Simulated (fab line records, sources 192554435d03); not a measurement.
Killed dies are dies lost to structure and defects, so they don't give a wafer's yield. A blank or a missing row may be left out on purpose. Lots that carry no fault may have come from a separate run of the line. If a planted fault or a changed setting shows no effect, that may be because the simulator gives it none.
Lot-split experiment | flow n5Finfet | route with 1938 steps; 7 lots, 21 wafers read

## THE SPLIT ITSELF
At N5_BEOL_M12_CMP_49 (polishes, stops on SiOC, t overpolish 20.6 s, target thk 320 nm), the setting downForcePsi was moved away from the recipe's 1 psi on 7 of the 21 wafers read, by -21.6% to -5.6%. This setting was run at the recipe's value on the other wafers.

The split's own step is where the reading is taken.

## THE READING
barrierFieldEndpointS, in s, at N5_BEOL_M12_CMP_49 (polishes, stops on SiOC, t overpolish 20.6 s, target thk 320 nm). On this fab line, fault-free wafers typically give 30.5 s with a standard deviation of 0.71 s.

wafer  | tool, chamber at the split | downForcePsi as run, psi | against the recipe | barrierFieldEndpointS, s | against lot-mates on the recipe
L075.3 | cmp-04, 0                  | 1                        | recipe             | 30.7                     | -
L075.2 | cmp-04, 2                  | 1                        | recipe             | 31.0                     | -
L075.5 | cmp-04, 0                  | 1                        | recipe             | 30.9                     | -
L085.4 | cmp-03, 1                  | 1                        | recipe             | 30.5                     | -
L085.1 | cmp-03, 3                  | 1                        | recipe             | 29.6                     | -
L085.6 | cmp-03, 0                  | 0.9318                   | -6.8%              | 33.4                     | +3.3
L084.3 | cmp-03, 1                  | 1                        | recipe             | 30.7                     | -
L084.5 | cmp-03, 3                  | 0.9436                   | -5.6%              | 32.0                     | +1.7
L084.6 | cmp-03, 0                  | 1                        | recipe             | 29.9                     | -
L090.4 | cmp-03, 1                  | 1                        | recipe             | 30.2                     | -
L090.3 | cmp-03, 2                  | 1                        | recipe             | 30.4                     | -
L090.5 | cmp-03, 1                  | 1                        | recipe             | 31.0                     | -
L096.2 | cmp-02, 0                  | 1                        | recipe             | 30.1                     | -
L096.3 | cmp-02, 2                  | 0.7837                   | -21.6%             | 38.5                     | +8.1
L096.5 | cmp-02, 0                  | 1                        | recipe             | 30.6                     | -
L093.4 | cmp-04, 3                  | 0.9146                   | -8.5%              | 34.5                     | +3.8
L093.3 | cmp-04, 1                  | 1                        | recipe             | 30.7                     | -
L093.5 | cmp-04, 3                  | 0.9146                   | -8.5%              | 33.5                     | +2.8
L092.4 | cmp-03, 0                  | 1                        | recipe             | 31.1                     | -
L092.1 | cmp-03, 1                  | 0.8211                   | -17.9%             | 37.5                     | +6.4
L092.3 | cmp-03, 2                  | 0.8211                   | -17.9%             | 37.7                     | +6.6

FIT RESULTS
A straight line over all 21 wafers: barrierFieldEndpointS changes by -0.385 s for each +1% of downForcePsi; r = -0.99; the points scatter about the line by 0.45 s.
The same after taking each lot's own level away (the mean of its wafers on the recipe; 21 wafers): -0.372 s for each +1%; r = -0.99; scatter 0.37 s.
On that fit, the largest move of downForcePsi shifts the reading by 8.1 s.
Across the lots, their own levels run from 30.05 to 31.10 s, a range of 1.5 times the standard deviation given above.
Hence the lot-to-lot level has little effect on the slope; both slopes agree.
Check: for one of the wafers moved furthest among these (-21.6%), held out of the fit, the line's prediction against its lot-mates is +8.03 s. Against them it came out at +8.15 s.
Tool readings at the split's step, against how far the setting was moved: barrierFieldEndpointS r = -0.99.

## OTHER SPLITS ON THESE WAFERS
Before the reading, these wafers also passed through other splits. Each is held against what the fit with the lots' levels taken away leaves over:
other split on the same wafers   | wafers away from the commonest value | r with barrierFieldEndpointS (lot level and that fit taken away)
N5_BEOL_M11_HM_DEP_02 targetThkA | 9                                    | +0.14
N5_BEOL_M11_TRENCH_ETCH_37 timeS | 7                                    | +0.24
N5_BEOL_M11_CURE_72 timeS        | 6                                    | +0.03

## FILE'S OWN FIT
barrierFieldEndpointS changes by -0.377 s for each +1% of downForcePsi, r = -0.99.
